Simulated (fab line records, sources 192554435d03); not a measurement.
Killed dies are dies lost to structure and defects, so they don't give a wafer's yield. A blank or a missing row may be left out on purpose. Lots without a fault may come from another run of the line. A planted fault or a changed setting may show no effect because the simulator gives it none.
fab line records | flow n5_finfet
record lots=7 wafers=21 last_day=17
route steps=1938 shown BEOL_M9@1450
lots that met no fault: from a run of the same line without faults
start_h: hours from the record's first day to the start of the lot's first wafer shown | wait_h: hours since the lot's step before | " the same as in the row above | L1.1+2: a row that stands for several wafers | - no value, or no start given | * or withheld: withheld | < > ~ a bound
route shown NAME@n: a module of which the file shows steps, and the number in the route of the first | usual: mean/standard deviation of fault-free wafers | same: alike in all rows | chamber/n: place in a boat | sites: the reading at each site | _std_site: their standard deviation | _edge_site: outer sites' mean less inner sites' | radius_mm: how far each site lies from the wafer's centre | mask NAME#n: copy n | behind: the tool/chamber that last shaped the wafer | hold: why the lot was held/for how many hours/how that ended | device: the transistor (n, p or np) that didn't switch | end of line: the same wafers' tests at the end of the route | a step without rows: its recipe alone | killed: dies lost to structure and defects at the first sort, not the wafer's yield | map: a wafer's dies, x killed, . not, _ none there
set.NAME: the setting as run; set.NAME@STEP: as run at that earlier step | model.NAME: the simulator's own value behind a step, which no gauge read
lots at some steps of the route; a table a step, a row a wafer
services: from which hour (start_h, from the record's first day; less than 0 if before it) a tool's chamber was out of use, for how many hours, and why
## steps
# step N5_BEOL_M9_HM_STRIP_39
# recipe chemistry=peroxide_tin_strip material=TiN target_depth_a=250 temp_c=50 time_s=158
# step N5_BEOL_M9_SRD_40
# recipe time_s=30 temp_c=23 rinse_liquid=diw dry=ipa_marangoni
# step N5_BEOL_M9_PRECLEAN_42
# recipe chemistry=residue_remover time_s=60 temp_c=40
# step N5_BEOL_M9_SRD_43
# recipe time_s=30 temp_c=23 rinse_liquid=diw dry=ipa_marangoni
# step N5_BEOL_M9_CD_MEAS_35
# recipe target_cd_nm=70 target_cd_y_nm=40 polarity=opening
# usual cd_nm=70.1/0.65
# columns lot.wafer tool chamber start_h wait_h cd_nm
L367.3 cd_sem-01 - 228.32 0.0 68.8
L367.5 " - " " 69.1
L367.6 " - " " 70.3
L370.2 cd_sem-03 - 238.87 0.0 69.0
L370.5 " - " " 69.0
L370.6 " - " " 69.5
L371.1 cd_sem-01 - 250.31 0.0 69.5
L371.3 " - " " 69.7
L371.4 " - " " 70.9
L372.2 cd_sem-02 - 257.93 0.0 70.6
L372.5 " - " " 70.9
L372.6 " - " " 70.0
L379.3 cd_sem-01 - 304.87 0.0 70.5
L379.4 " - " " 69.6
L379.6 " - " " 69.8
L384.1 cd_sem-01 - 326.73 0.0 70.0
L384.2 " - " " 70.5
L384.4 " - " " 69.4
L388.1 cd_sem-01 - 351.56 0.0 70.3
L388.2 " - " " 69.6
L388.4 " - " " 70.1
# step N5_BEOL_M9_CURE_72
# recipe temp_c=370 time_s=120 ambient=DMADMS/He material=SiCOH_lowk
# step N5_BEOL_M9_DEGAS_44
# recipe ambient=vacuum temp_c=250 time_s=60
# usual heater_power_w=326/36
# columns lot.wafer tool chamber start_h wait_h heater_power_w
L367.3 pvd_sputter-02 - 228.97 0.5 409
L367.5 " - " " 316
L367.6 " - " " 301
L370.2 pvd_sputter-01 - 239.63 0.6 299
L370.5 " - " " 315
L370.6 " - " " 311
L371.1 pvd_sputter-03 - 250.72 0.3 279
L371.3 " - " " 331
L371.4 " - " " 301
L372.2 pvd_sputter-01 - 258.45 0.4 380
L372.5 " - " " 370
L372.6 " - " " 316
L379.3 pvd_sputter-01 - 306.25 1.2 289
L379.4 " - " " 319
L379.6 " - " " 317
L384.1 pvd_sputter-01 - 327.63 0.8 383
L384.2 " - " " 317
L384.4 " - " " 312
L388.1 pvd_sputter-02 - 352.01 0.4 416
L388.2 " - " " 300
L388.4 " - " " 299
# step N5_BEOL_M9_PRE_CLEAN_45
# recipe gas=H2/He time_s=30 temp_c=250
# usual heater_power_w=326/37
# columns lot.wafer tool chamber start_h wait_h heater_power_w
L367.3 pvd_sputter-02 - 229.01 0.0 421
L367.5 " - " " 318
L367.6 " - " " 308
L370.2 pvd_sputter-01 - 239.67 0.0 305
L370.5 " - " " 310
L370.6 " - " " 316
L371.1 pvd_sputter-03 - 250.76 0.0 273
L371.3 " - " " 336
L371.4 " - " " 306
L372.2 pvd_sputter-01 - 258.49 0.0 376
L372.5 " - " " 389
L372.6 " - " " 310
L379.3 pvd_sputter-01 - 306.29 0.0 290
L379.4 " - " " 312
L379.6 " - " " 310
L384.1 pvd_sputter-01 - 327.67 0.0 373
L384.2 " - " " 315
L384.4 " - " " 315
L388.1 pvd_sputter-02 - 352.05 0.0 403
L388.2 " - " " 304
L388.4 " - " " 302
# step N5_BEOL_M9_ALD_74
# recipe material=TaN target_thk_a=20 temp_c=275 ald_precursor_family=PDMAT ald_co_reactant=NH3 pressure_torr=3 carrier_flow_sccm=1500 pulse_time_s=2 purge_time_s=3 co_reactant_purge_time_s=2 co_reactant_pulse_time_s=3 ald_cycles=40 precursor_vessel_temp_c=75 precursor_vessel_pressure_torr=26.25 precursor_vessel_carrier_sccm=1000
# usual heater_power_w=455/55
# columns lot.wafer tool chamber start_h wait_h heater_power_w
L367.3 ald_metal-02 1 229.07 0.0 525
L367.5 " 1 " " 524
L367.6 " 0 " " 379
L370.2 ald_metal-03 1 239.75 0.1 413
L370.5 " 0 " " 409
L370.6 " 3 " " 493
L371.1 ald_metal-02 0 250.85 0.1 378
L371.3 " 1 " " 524
L371.4 " 2 " " 496
L372.2 ald_metal-04 2 258.57 0.1 409
L372.5 " 0 " " 363
L372.6 " 3 " " 474
L379.3 ald_metal-04 0 306.35 0.0 370
L379.4 " 3 " " 456
L379.6 " 0 " " 368
L384.1 ald_metal-02 0 327.73 0.0 380
L384.2 " 1 " " 520
L384.4 " 2 " " 491
L388.1 ald_metal-02 2 352.11 0.0 481
L388.2 " 1 " " 514
L388.4 " 1 " " 525
# step N5_BEOL_M9_SURFACE_TREAT_79
# recipe gas=Ar time_s=* ion_energy_ev=* ion_current_ma_cm2=0.5 pressure_mtorr=* ar_flow_sccm=30
# usual ar_flow_sccm=30.00/0.087 throttle_valve_pct=*
# columns lot.wafer tool chamber start_h wait_h ar_flow_sccm throttle_valve_pct
L367.3 pvd_sputter-02 - 229.49 0.3 30.13 *
L367.5 " - " " 30.01 *
L367.6 " - " " 29.92 *
L370.2 pvd_sputter-01 - 240.07 0.2 30.02 *
L370.5 " - " " 30.05 *
L370.6 " - " " 30.07 *
L371.1 pvd_sputter-02 - 252.74 1.8 29.97 *
L371.3 " - " " 29.93 *
L371.4 " - " " 29.97 *
L372.2 pvd_sputter-01 - 258.91 0.2 30.10 *
L372.5 " - " " 30.15 *
L372.6 " - " " 30.17 *
L379.3 pvd_sputter-02 - 306.66 0.2 30.01 *
L379.4 " - " " 30.01 *
L379.6 " - " " 30.07 *
L384.1 pvd_sputter-02 - 328.05 0.2 30.03 *
L384.2 " - " " 29.84 *
L384.4 " - " " 29.92 *
L388.1 pvd_sputter-03 - 352.51 0.3 29.93 *
L388.2 " - " " 30.01 *
L388.4 " - " " 30.05 *
# step N5_BEOL_M9_CVD_78
# recipe material=Co target_thk_a=20 temp_c=withheld precursor=CCTBA/H2 pressure_torr=30 time_s=138.9
# step N5_BEOL_M9_SPUTTER_48
# recipe material=Cu target_thk_a=120 temp_c=-20 bias_v=60 power_w=26000 chamber_pressure_pa=0.13 time_s=2
# usual throttle_valve_pct=29.9/0.9
# columns lot.wafer tool chamber start_h wait_h throttle_valve_pct
L367.3 pvd_sputter-01 - 229.84 0.1 30.6
L367.5 " - " " 29.5
L367.6 " - " " 30.6
L370.2 pvd_sputter-03 - 240.50 0.3 30.7
L370.5 " - " " 30.8
L370.6 " - " " 28.4
L371.1 pvd_sputter-03 - 252.97 0.1 31.0
L371.3 " - " " 29.2
L371.4 " - " " 30.7
L372.2 pvd_sputter-03 - 259.13 0.1 31.1
L372.5 " - " " 31.3
L372.6 " - " " 28.5
L379.3 pvd_sputter-02 - 306.86 0.1 30.1
L379.4 " - " " 29.1
L379.6 " - " " 29.2
L384.1 pvd_sputter-02 - 328.49 0.3 29.4
L384.2 " - " " 29.1
L384.4 " - " " 30.3
L388.1 pvd_sputter-02 - 352.69 0.1 28.8
L388.2 " - " " 28.8
L388.4 " - " " 30.2
# step N5_BEOL_M9_ECD_50
# recipe material=Cu target_thk_a=3180
# columns lot.wafer tool chamber start_h wait_h
L367.3+5+6 ecd_cu-01 1,1,0 229.98 0.1
L367.3+5+6 ecd_cu-01 1,1,0 230.27 0.3
L370.2+5+6 ecd_cu-02 0,1,0 240.61 0.1
L371.1+3+4 ecd_cu-02 1,1,0 253.08 0.1
L371.1+3+4 ecd_cu-02 1,1,0 253.37 0.3
L372.2+5+6 ecd_cu-01 0,0,1 259.24 0.1
L372.2+5+6 ecd_cu-01 0,0,1 259.53 0.3
L379.3+4+6 ecd_cu-02 1,0,0 307.02 0.1
L384.1+2+4 ecd_cu-01 0,1,0 328.61 0.1
L388.1+2+4 ecd_cu-02 0,1,1 352.81 0.1
# step N5_BEOL_M9_ANNEAL_51
# recipe temp_c=225 time_s=90 ambient=N2
# step N5_BEOL_M9_CMP_52
# recipe stop_on=SiCOH_lowk t_overpolish_s=7 down_force_psi=1 platen_rpm=50 clearing_platen_down_force_psi=1.5 clearing_platen_rpm=50 post_cmp_clean=cu_alkaline target_thk_nm=140 clearing_platen_pad_velocity_m_s=0.99484 pad_velocity_m_s=0.99484
# usual barrier_field_endpoint_s=29.1/0.82 motor_current_A=6.1/0.52 overpolish_run_s=7.000/0.0087 retaining_ring_pressure_frac=1.000/0.0046 slurry_flow_ml_min=150.0/0.47 time_to_endpoint_s=66/3.3
# columns lot.wafer tool chamber start_h wait_h barrier_field_endpoint_s motor_current_A overpolish_run_s retaining_ring_pressure_frac slurry_flow_ml_min time_to_endpoint_s
L367.3 cmp-03 2 230.69 0.2 29.9 6.1 7.007 1.003 150.0 138
L367.5 " 1 " " 30.9 6.3 6.985 1.002 149.4 136
L367.6 " 2 " " 30.9 5.9 7.003 1.006 150.0 135
L370.2 cmp-02 0 241.06 0.2 28.1 6.3 6.999 1.000 149.5 63
L370.5 " 3 " " 29.5 6.0 6.992 0.999 150.6 68
L370.6 " 0 " " 28.7 6.1 6.998 0.996 150.1 65
L371.1 cmp-03 0 254.21 0.4 28.5 5.7 6.997 1.001 150.0 132
L371.4 " 1 " " 29.0 6.2 7.012 1.009 149.8 129
L371.3 " 2 " " 30.0 6.1 6.999 1.004 150.0 137
L372.2 cmp-03 0 260.23 0.2 28.4 5.5 6.991 0.998 149.8 133
L372.6 " 3 " " 28.6 5.8 7.002 1.012 149.6 133
L372.5 " 0 " " 28.7 5.8 6.990 0.988 149.8 132
L379.4 cmp-03 2 307.45 0.2 30.6 6.1 6.999 1.000 150.0 68
L379.3 " 3 " " 29.3 5.9 7.001 1.003 149.4 65
L379.6 " 2 " " 31.0 6.1 6.980 1.000 150.9 72
L384.1 cmp-02 1 329.05 0.3 28.5 6.8 6.997 0.996 149.8 65
L384.4 " 2 " " 28.7 6.0 6.990 1.007 149.5 65
L384.2 " 3 " " 28.1 6.1 7.002 0.997 150.4 61
L388.4 cmp-03 0 353.28 0.1 29.1 5.5 7.007 1.010 149.9 64
L388.2 " 2 " " 28.6 6.1 7.000 0.999 150.2 66
L388.1 " 3 " " 27.7 5.8 7.006 1.002 150.5 60
# step N5_BEOL_M9_THK_MEAS_53
# recipe thk_meas_gauge=xrf reads=Cu_of_BEOL_M9_ECD_50
# usual M9_THK=145/3.7
# columns lot.wafer tool chamber start_h wait_h M9_THK[nm]
L367.3 film_metro-01 - 230.95 - 150
L367.5 " - " " 152
L367.6 " - " " 147
L370.2 film_metro-02 - 241.32 - 141
L370.5 " - " " 145
L370.6 " - " " 146
L371.1 film_metro-01 - 254.47 - 143
L371.3 " - " " 143
L371.4 " - " " 146
L372.2 film_metro-02 - 260.49 - 147
L372.5 " - " " 150
L372.6 " - " " 143
L379.3 film_metro-01 - 307.71 - 145
L379.4 " - " " 141
L379.6 " - " " 140
L384.1 film_metro-02 - 329.31 - 151
L384.2 " - " " 141
L384.4 " - " " 147
L388.1 film_metro-01 - 353.58 - 142
L388.2 " - " " 151
L388.4 " - " " 141
## services
# columns tool chamber start_h hours kind
pvd_sputter-02 - 205.02 2.0 repair
ecd_cu-01 - 216.77 1.2 repair
cmp-02 - 231.34 4.0 pm
cmp-02 - 235.34 - consumable_replace:conditioner
cmp-02 - 235.34 - consumable_replace:pad
pvd_sputter-01 - 246.25 3.0 repair
ecd_cu-02 - 254.73 1.0 repair
cmp-03 - 276.92 1.5 repair
ald_metal-02 1 288.42 30.4 repair
cmp-02 - 312.55 0.3 repair
ecd_cu-02 - 323.49 0.7 repair
pvd_sputter-01 - 335.05 1.8 repair
ald_metal-02 0 351.13 3.6 repair
## key
first_sign step=N5_BEOL_M9_ECD_50 reading=visit direction=added
effect step=N5_BEOL_M9_CMP_52 reading=time_to_endpoint_s direction=up sigmas=21 usual=* struck=*
met_at N5_BEOL_M9_ECD_50
struck_wafers L367.3,L367.5,L367.6,L371.1,L371.3,L371.4,L372.2,L372.5,L372.6
fault kind=repeated_step_whole tool=ecd_cu-01,ecd_cu-02 chamber=- onset_h=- steps=N5_BEOL_M9_ECD_50 times=1 scope=struck_lots_only
